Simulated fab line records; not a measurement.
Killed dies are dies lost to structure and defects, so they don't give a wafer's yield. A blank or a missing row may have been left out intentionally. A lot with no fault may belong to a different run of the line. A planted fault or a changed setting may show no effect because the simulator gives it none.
Chamber matching	flow nand harc	NHARC_P_M0_ETCH_34 on rie diel-08: 4 sister chambers
The step etches the open film in N2/H2, target depth 40 nm, overetch 12 nm, time 43.94 s. 4 wafers are shown with their chamber, then 12 later ones without.

== EACH WAFER AND ITS CHAMBER ==
wafer	chamber	drypump motor current A (A)
L080.5	3	5.4
L086.1	1	5.6
L086.3	0	6.3
L086.5	2	6.0

== WAFERS WITHOUT THEIR CHAMBER ==
wafer	drypump motor current A (A)
L089.3	5.9
L089.4	6.3
L089.5	5.6
L090.1	5.9
L090.2	5.7
L090.3	5.4
L095.2	5.9
L095.3	6.3
L095.4	5.4
L097.2	5.4
L097.3	5.9
L097.6	5.6

== EACH ONE'S CHAMBER ==
wafer	from the rows above	in truth
L089.3	2	2
L089.4	0	0
L089.5	1	1
L090.1	2	2
L090.2	1	1
L090.3	3	3
L095.2	2	2
L095.3	0	0
L095.4	3	3
L097.2	3	3
L097.3	2	2
L097.6	1	1
12 of 12 placed correctly. Left unplaced by these rows: 0. Placed wrongly: 0.
How it was worked out, from the rows above alone: a wafer's distance from a chamber is the root of the sum, over the readings, of the square of ((its reading less the chamber's mean) divided by the reading's scatter). The wafer belongs to the nearest chamber; if the next one is less than 2 further off, it can't be placed. A chamber's mean is the mean of its shown wafers. The scatter (one wafer shown for each chamber): square how far every hidden wafer sits from the nearest shown wafer, average those squares and take the square root.
